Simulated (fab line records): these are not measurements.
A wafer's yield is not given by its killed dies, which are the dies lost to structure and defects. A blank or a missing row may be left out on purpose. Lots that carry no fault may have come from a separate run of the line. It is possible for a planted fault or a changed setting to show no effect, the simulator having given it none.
Which of the tools did it? | flow nand harc | 24 lots with 72 wafers sampled at 6 steps, on a route of 1159 steps

WHAT EACH GAUGE READ, for each wafer
NHARC_A_SLIT_OVL_MEAS_10. Usual: overlay x nm 0.2 nm, standard deviation 1.2; overlay y nm 0.2 nm, standard deviation 1.
lot  | measured     | on         | overlay x nm (nm) | overlay y nm (nm) | flag
L074 | day 14 04:04 | overlay-02 | 1.1 1.7 0.9       | -0.5 -0.3 -0.7    |
L077 | day 14 17:25 | overlay-01 | 0.1 -0.2 0.5      | -1.7 -1.5 -1.8    |
L076 | day 14 17:27 | overlay-02 | 2.9 3.1 2.9       | 0.0 -0.7 -0.1     |
L075 | day 14 19:07 | overlay-01 | -0.1 0.4 0.4      | 1.7 1.7 2.1       |
L078 | day 14 19:22 | overlay-02 | 0.7 1.3 0.5       | 0.5 0.9 0.4       |
L080 | day 15 08:14 | overlay-01 | -0.9 -1.3 -1.2    | -0.6 -0.1 -0.1    |
L079 | day 15 07:40 | overlay-02 | -0.1 0.0 0.2      | 0.7 -0.2 0.2      |
L081 | day 16 01:19 | overlay-02 | 1.4 0.4 0.8       | -0.6 -1.1 -0.7    |
L082 | day 16 01:33 | overlay-01 | 1.5 1.6 1.4       | -0.9 -0.3 -0.8    |
L084 | day 16 14:47 | overlay-02 | 0.4 0.0 -0.1      | -1.1 -0.8 -0.7    |
L083 | day 16 15:02 | overlay-02 | 1.9 2.1 1.6       | 2.0 2.2 1.9       |
L087 | day 17 11:05 | overlay-01 | -0.4 -0.3 -0.6    | 0.6 0.4 0.6       |
L086 | day 17 10:54 | overlay-01 | -0.5 -1.3 -1.5    | -0.1 0.0 -0.3     |
L088 | day 18 01:29 | overlay-01 | -1.3 -1.3 -1.2    | -2.0 -1.0 -1.5    |
L089 | day 17 23:52 | overlay-01 | -0.7 -0.5 -1.1    | 1.3 1.5 1.3       |
L085 | day 17 23:39 | overlay-02 | -0.7 -0.6 -1.0    | 1.3 1.6 1.5       |
L092 | day 18 10:20 | overlay-01 | -0.2 0.8 0.2      | 1.3 1.0 0.9       |
L090 | day 18 09:10 | overlay-01 | 0.0 -0.7 -0.6     | 0.2 -0.3 -0.1     |
L091 | day 18 08:13 | overlay-01 | 1.9 1.6 1.6       | 1.1 1.1 -0.1      |
L093 | day 18 20:17 | overlay-01 | 1.2 1.1 1.4       | -0.5 -0.7 -0.7    |
L094 | day 19 08:41 | overlay-02 | -1.6 -2.2 -1.8    | 0.5 0.3 1.0       |
L095 | day 19 08:26 | overlay-01 | 0.5 0.1 0.2       | 0.3 -0.3 0.1      |
L097 | day 19 22:25 | overlay-02 | -0.3 -0.2 0.1     | 0.5 0.9 0.6       |
L096 | day 20 08:34 | overlay-01 | -0.8 -1.3 -1.3    | -0.6 0.3 0.3      |

WHICH TOOL RAN EACH LOT (tool, then ch and the chambers of the sampled wafers, then the start)
lot  | NHARC_A_STAIRCASE_CMP_152     | NHARC_A_STAIRCASE_DEP_471       | NHARC_A_SGD_CUT_DEP_00          | NHARC_A_SGD_CUT_DESCUM_14          | NHARC_A_SLIT_DEP_25
L074 | cmp-02 ch 0,3, day 13 14:17   | pecvd-04 ch 0,2, day 13 15:25   | pecvd-01 ch 0,1, day 13 16:08   | rie diel-12 ch 0,1,2, day 13 16:52 | pecvd-03 ch 0,1, day 14 00:20
L077 | cmp-01 ch 0,1,2, day 14 05:17 | pecvd-02 ch 0,1,2, day 14 06:32 | pecvd-01 ch 0,2, day 14 07:13   | rie diel-06 ch 0,2,3, day 14 08:07 | pecvd-04 ch 0,2, day 14 14:21
L076 | cmp-02 ch 0,1,3, day 14 05:30 | pecvd-02 ch 0,1, day 14 06:42   | pecvd-02 ch 1,2, day 14 07:23   | rie diel-12 ch 1,2, day 14 08:16   | pecvd-03 ch 0,1,2, day 14 14:23
L075 | cmp-02 ch 0,1, day 14 06:53   | pecvd-02 ch 0,2, day 14 08:07   | pecvd-03 ch 0,1,2, day 14 08:56 | rie diel-06 ch 1,3, day 14 09:51   | pecvd-04 ch 0,1,2, day 14 14:37
L078 | cmp-03 ch 0,1, day 14 07:23   | pecvd-04 ch 0,2, day 14 08:33   | pecvd-02 ch 1,2, day 14 09:16   | rie diel-12 ch 0,1, day 14 10:09   | pecvd-01 ch 0,1, day 14 14:41
L080 | cmp-02 ch 0,1,3, day 14 19:05 | pecvd-01 ch 0,1,2, day 14 20:12 | pecvd-03 ch 0,1,2, day 14 20:54 | rie diel-06 ch 1,2,3, day 14 21:49 | pecvd-01 ch 0,1,2, day 15 04:16
L079 | cmp-01 ch 1,2, day 14 19:22   | pecvd-04 ch 0,2, day 14 20:28   | pecvd-01 ch 1,2, day 14 21:11   | rie diel-09 ch 0,1, day 14 22:07   | pecvd-03 ch 1,2, day 15 04:04
L081 | cmp-02 ch 0,2,3, day 15 10:40 | pecvd-02 ch 1,2, day 15 11:47   | pecvd-01 ch 1,2, day 15 12:31   | rie diel-06 ch 0,1, day 15 13:14   | pecvd-04 ch 1,2, day 15 19:44
L082 | cmp-03 ch 0,1,3, day 15 10:56 | pecvd-01 ch 0,2, day 15 12:08   | pecvd-02 ch 0,1, day 15 12:50   | rie diel-09 ch 0,1,3, day 15 13:43 | pecvd-03 ch 0,2, day 15 19:53
L084 | cmp-01 ch 0,2, day 16 02:16   | pecvd-04 ch 0,2, day 16 03:24   | pecvd-03 ch 0,1,2, day 16 04:04 | rie diel-09 ch 0,1, day 16 04:58   | pecvd-04 ch 0,1, day 16 11:13
L083 | cmp-01 ch 0,3, day 16 04:36   | pecvd-04 ch 1,2, day 16 05:41   | pecvd-02 ch 1,2, day 16 06:22   | rie diel-12 ch 1,3, day 16 07:16   | pecvd-01 ch 1, day 16 11:14
L087 | cmp-02 ch 0,1, day 16 21:58   | pecvd-01 ch 0,1, day 16 23:17   | pecvd-03 ch 0,2, day 17 00:23   | rie diel-06 ch 1,2,3, day 17 01:17 | pecvd-01 ch 0,1,2, day 17 07:51
L086 | cmp-01 ch 1,2,3, day 16 22:07 | pecvd-02 ch 1,2, day 16 23:19   | pecvd-02 ch 0,2, day 17 00:15   | rie diel-06 ch 1,2,3, day 17 01:08 | pecvd-03 ch 0,1, day 17 07:49
L088 | cmp-03 ch 0,2, day 17 06:40   | pecvd-04 ch 1,2, day 17 07:48   | pecvd-03 ch 0,1,2, day 17 08:34 | rie diel-09 ch 1,3, day 17 09:17   | pecvd-03 ch 0,1,2, day 17 18:47
L089 | cmp-01 ch 0,2, day 17 06:55   | pecvd-04 ch 1,2, day 17 08:09   | pecvd-02 ch 0,1,2, day 17 08:53 | rie diel-06 ch 1,2,3, day 17 09:46 | pecvd-01 ch 1,2, day 17 18:27
L085 | cmp-01 ch 1,3, day 17 07:04   | pecvd-01 ch 0,1,2, day 17 08:15 | pecvd-01 ch 1,2, day 17 08:55   | rie diel-06 ch 0,1,2, day 17 09:54 | pecvd-03 ch 0,1, day 17 18:29
L092 | cmp-01 ch 0,1,3, day 17 18:09 | pecvd-02 ch 0,1, day 17 19:17   | pecvd-01 ch 1,2, day 17 20:01   | rie diel-09 ch 0,3, day 17 20:47   | pecvd-01 ch 0,2, day 18 03:20
L090 | cmp-03 ch 0,2,3, day 17 18:29 | pecvd-02 ch 0,1,2, day 17 19:35 | pecvd-02 ch 0,1, day 17 20:18   | rie diel-06 ch 1,2, day 17 21:04   | pecvd-04 ch 0,1, day 18 03:18
L091 | cmp-03 ch 1,2, day 17 18:38   | pecvd-01 ch 1,2, day 17 19:45   | pecvd-02 ch 0,1, day 17 20:29   | rie diel-12 ch 0,1, day 17 21:14   | pecvd-03 ch 0,1,2, day 18 03:15
L093 | cmp-03 ch 0,1,3, day 18 06:05 | pecvd-02 ch 0,1, day 18 07:11   | pecvd-01 ch 0,1,2, day 18 07:52 | rie diel-12 ch 0,1,3, day 18 08:47 | pecvd-04 ch 1,2, day 18 16:06
L094 | cmp-01 ch 1,2,3, day 18 19:50 | pecvd-02 ch 0,1,2, day 18 21:00 | pecvd-03 ch 0,1,2, day 18 21:41 | rie diel-06 ch 0,1,2, day 18 22:26 | pecvd-03 ch 0,1,2, day 19 05:41
L095 | cmp-01 ch 1,2, day 18 20:05   | pecvd-02 ch 0,1, day 18 21:13   | pecvd-03 ch 0,1, day 18 21:52   | rie diel-09 ch 1,2, day 18 22:47   | pecvd-03 ch 0,1,2, day 19 05:22
L097 | cmp-01 ch 0,1, day 19 08:48   | pecvd-01 ch 0,1,2, day 19 10:00 | pecvd-02 ch 0,1,2, day 19 10:37 | rie diel-12 ch 0,1, day 19 11:32   | pecvd-01 ch 0,1,2, day 19 18:02
L096 | cmp-03 ch 0,2,3, day 19 16:54 | pecvd-02 ch 1,2, day 19 18:17   | pecvd-01 ch 0,1,2, day 19 18:58 | rie diel-12 ch 0,1,2, day 19 19:59 | pecvd-03 ch 0,1,2, day 20 02:11
- NHARC_A_STAIRCASE_CMP_152: polishes.
- NHARC_A_STAIRCASE_DEP_471: deposits SiO2, target thk 100 nm.
- NHARC_A_SGD_CUT_DEP_00: deposits SiNx, target thk 50 nm.
- NHARC_A_SGD_CUT_DESCUM_14: chemistry O2, time 3 s.
- NHARC_A_SLIT_DEP_25: deposits SiO2, target thk 200 nm.

AS READ BY THE TOOLS THEMSELVES (means over the sampled wafers that have a number; for cases with no such wafer, the mark the record gives instead)
NHARC_A_STAIRCASE_CMP_152. Usual: motor current A 12.6 A, standard deviation 1.4; pad life wafers 311, standard deviation 170.
lot  | tool   | motor current A (A) | pad life wafers | flag
L074 | cmp-02 | 12.0                | 416             |
L077 | cmp-01 | 13.2                | 199             |
L076 | cmp-02 | 13.1                | 476             |
L075 | cmp-02 | 13.2                | 486             |
L078 | cmp-03 | 10.9                | 362             |
L080 | cmp-02 | 12.8                | 14              |
L079 | cmp-01 | 12.7                | 306             |
L081 | cmp-02 | 12.7                | 116             |
L082 | cmp-03 | 11.5                | 541             |
L084 | cmp-01 | 14.4                | 530             |
L083 | cmp-01 | 12.5                | 548             |
L087 | cmp-02 | 13.4                | 282             |
L086 | cmp-01 | 11.9                | 25              |
L088 | cmp-03 | 12.1                | 200             |
L089 | cmp-01 | 13.8                | 85              |
L085 | cmp-01 | 11.3                | 97              |
L092 | cmp-01 | 12.8                | 176             |
L090 | cmp-03 | 12.2                | 284             |
L091 | cmp-03 | 12.6                | 294             |
L093 | cmp-03 | 11.6                | 385             |
L094 | cmp-01 | 12.1                | 333             |
L095 | cmp-01 | 12.6                | 343             |
L097 | cmp-01 | 13.6                | 410             |
L096 | cmp-03 | 12.1                | 560             |

NHARC_A_STAIRCASE_DEP_471. Usual: flow sccm 2651 sccm, standard deviation 7.3; heater power w 598 W, standard deviation 130; throttle valve pct 16.3 %, standard deviation 0.49.
lot  | tool     | flow sccm (sccm) | heater power w (W) | throttle valve pct (%) | flag
L074 | pecvd-04 | 2646             | 468                | 15.8                   |
L077 | pecvd-02 | 2650             | 572                | 16.2                   |
L076 | pecvd-02 | 2660             | 516                | 16.3                   |
L075 | pecvd-02 | 2653             | 605                | 16.4                   |
L078 | pecvd-04 | 2654             | 467                | 16.1                   |
L080 | pecvd-01 | 2652             | 581                | 16.5                   |
L079 | pecvd-04 | 2643             | 481                | 16.2                   |
L081 | pecvd-02 | 2649             | 619                | 15.9                   |
L082 | pecvd-01 | 2659             | 660                | 16.5                   |
L084 | pecvd-04 | 2650             | 484                | 15.8                   |
L083 | pecvd-04 | 2655             | 592                | 17.0                   |
L087 | pecvd-01 | 2652             | 690                | 16.8                   |
L086 | pecvd-02 | 2649             | 612                | 16.1                   |
L088 | pecvd-04 | 2655             | 558                | 16.5                   |
L089 | pecvd-04 | 2652             | 559                | 16.6                   |
L085 | pecvd-01 | 2659             | 572                | 16.7                   |
L092 | pecvd-02 | 2656             | 567                | 16.2                   |
L090 | pecvd-02 | 2653             | 637                | 16.2                   |
L091 | pecvd-01 | 2652             | 590                | 16.7                   |
L093 | pecvd-02 | 2650             | 592                | 16.1                   |
L094 | pecvd-02 | 2646             | 696                | 16.1                   |
L095 | pecvd-02 | 2647             | 561                | 16.2                   |
L097 | pecvd-01 | 2660             | 611                | 16.4                   |
L096 | pecvd-02 | 2646             | 637                | 16.2                   |

NHARC_A_SGD_CUT_DEP_00. Usual: heater power w at 738 W, with a standard deviation of 140.
lot  | tool     | heater power w (W) | flag
L074 | pecvd-01 | 919                |
L077 | pecvd-01 | 636                |
L076 | pecvd-02 | 804                |
L075 | pecvd-03 | 639                |
L078 | pecvd-02 | 796                |
L080 | pecvd-03 | 635                |
L079 | pecvd-01 | 632                |
L081 | pecvd-01 | 604                |
L082 | pecvd-02 | 762                |
L084 | pecvd-03 | 635                |
L083 | pecvd-02 | 829                |
L087 | pecvd-03 | 726                |
L086 | pecvd-02 | 834                |
L088 | pecvd-03 | 669                |
L089 | pecvd-02 | 754                |
L085 | pecvd-01 | 724                |
L092 | pecvd-01 | 727                |
L090 | pecvd-02 | 714                |
L091 | pecvd-02 | 716                |
L093 | pecvd-01 | 744                |
L094 | pecvd-03 | 647                |
L095 | pecvd-03 | 697                |
L097 | pecvd-02 | 767                |
L096 | pecvd-01 | 730                |

NHARC_A_SGD_CUT_DESCUM_14. Usual: drypump motor current A 5.7 A, standard deviation 0.5; oes product au 0.999 a.u., standard deviation 0.0068; rf vpp V 57.7 V, standard deviation 0.82; showerhead plenum p Torr 1.90 Torr, standard deviation 0.068; throttle valve pct 11.311 %, standard deviation 0.009.
lot  | tool        | drypump motor current A (A) | oes product au (a.u.) | rf vpp V (V) | showerhead plenum p Torr (Torr) | throttle valve pct (%) | flag
L074 | rie diel-12 | 5.9                         | 0.998                 | 57.8         | 1.88                            | 11.304                 |
L077 | rie diel-06 | 5.6                         | 1.001                 | 58.5         | 1.87                            | 11.303                 |
L076 | rie diel-12 | 6.1                         | 0.997                 | 57.2         | 1.95                            | 11.301                 |
L075 | rie diel-06 | 6.0                         | 1.002                 | 56.7         | 1.89                            | 11.313                 |
L078 | rie diel-12 | 5.7                         | 1.004                 | 57.9         | 1.80                            | 11.310                 |
L080 | rie diel-06 | 5.7                         | 1.000                 | 58.0         | 1.89                            | 11.313                 |
L079 | rie diel-09 | 5.1                         | 1.002                 | 58.3         | 1.97                            | 11.305                 |
L081 | rie diel-06 | 5.9                         | 0.993                 | 57.9         | 1.90                            | 11.309                 |
L082 | rie diel-09 | 5.2                         | 0.998                 | 58.5         | 1.96                            | 11.316                 |
L084 | rie diel-09 | 5.1                         | 0.992                 | 57.0         | 1.97                            | 11.308                 |
L083 | rie diel-12 | 6.0                         | 1.012                 | 58.2         | 1.92                            | 11.310                 |
L087 | rie diel-06 | 5.7                         | 0.997                 | 57.7         | 1.89                            | 11.308                 |
L086 | rie diel-06 | 5.7                         | 0.996                 | 57.4         | 1.89                            | 11.309                 |
L088 | rie diel-09 | 5.3                         | 0.991                 | 57.7         | 1.93                            | 11.304                 |
L089 | rie diel-06 | 5.7                         | 0.999                 | 58.4         | 1.89                            | 11.310                 |
L085 | rie diel-06 | 5.6                         | 0.998                 | 57.5         | 1.89                            | 11.317                 |
L092 | rie diel-09 | 5.3                         | 0.993                 | 57.7         | 1.95                            | 11.312                 |
L090 | rie diel-06 | 5.4                         | 0.999                 | 58.1         | 1.91                            | 11.309                 |
L091 | rie diel-12 | 5.6                         | 0.993                 | 57.0         | 1.82                            | 11.319                 |
L093 | rie diel-12 | 5.9                         | 1.001                 | 57.6         | 1.86                            | 11.305                 |
L094 | rie diel-06 | 5.6                         | 1.005                 | 58.5         | 1.89                            | 11.312                 |
L095 | rie diel-09 | 6.0                         | 1.000                 | 57.2         | 1.87                            | 11.311                 |
L097 | rie diel-12 | 5.6                         | 1.002                 | 57.4         | 1.81                            | 11.309                 |
L096 | rie diel-12 | 5.9                         | 0.999                 | 57.9         | 1.87                            | 11.311                 |

NHARC_A_SLIT_DEP_25. Usual: flow sccm 2650 sccm, standard deviation 6.1; heater power w 538 W, standard deviation 120; throttle valve pct 16.3 %, standard deviation 0.52.
lot  | tool     | flow sccm (sccm) | heater power w (W) | throttle valve pct (%) | flag
L074 | pecvd-03 | 2656             | 539                | 15.9                   |
L077 | pecvd-04 | 2653             | 465                | 15.7                   |
L076 | pecvd-03 | 2648             | 509                | 16.1                   |
L075 | pecvd-04 | 2653             | 507                | 16.5                   |
L078 | pecvd-01 | 2649             | 706                | 16.7                   |
L080 | pecvd-01 | 2646             | 548                | 16.4                   |
L079 | pecvd-03 | 2652             | 426                | 15.8                   |
L081 | pecvd-04 | 2645             | 550                | 16.9                   |
L082 | pecvd-03 | 2649             | 558                | 16.4                   |
L084 | pecvd-04 | 2650             | 578                | 16.0                   |
L083 | pecvd-01 | 2655             | 621                | 16.7                   |
L087 | pecvd-01 | 2647             | 581                | 16.5                   |
L086 | pecvd-03 | 2649             | 500                | 16.1                   |
L088 | pecvd-03 | 2653             | 503                | 16.2                   |
L089 | pecvd-01 | 2650             | 474                | 16.2                   |
L085 | pecvd-03 | 2653             | 489                | 16.2                   |
L092 | pecvd-01 | 2654             | 478                | 16.1                   |
L090 | pecvd-04 | 2652             | 613                | 15.9                   |
L091 | pecvd-03 | 2650             | 466                | 16.1                   |
L093 | pecvd-04 | 2650             | 646                | 16.6                   |
L094 | pecvd-03 | 2653             | 517                | 16.2                   |
L095 | pecvd-03 | 2653             | 519                | 16.4                   |
L097 | pecvd-01 | 2651             | 642                | 16.3                   |
L096 | pecvd-03 | 2642             | 471                | 16.4                   |

THE ANSWER, worked out from the rows above alone
Rule: a lot counts as off when the mean over its wafers that have a number is more than 3 standard deviations away from the usual mean. Also off: a lot with no number at a reading for which 4 or more lots have one. All remaining lots with rows at the step are treated as sound. First the gauges in route order, then the tools' own readings, where a lot's mean is used as printed above. The first step at which some lot is off is used, and at that step the reading that is off furthest; a lot without a number counts as furthest.
None of the lots is off at any reading shown; this tells nothing.

WHAT HAD BEEN PUT IN BY THE SIMULATOR
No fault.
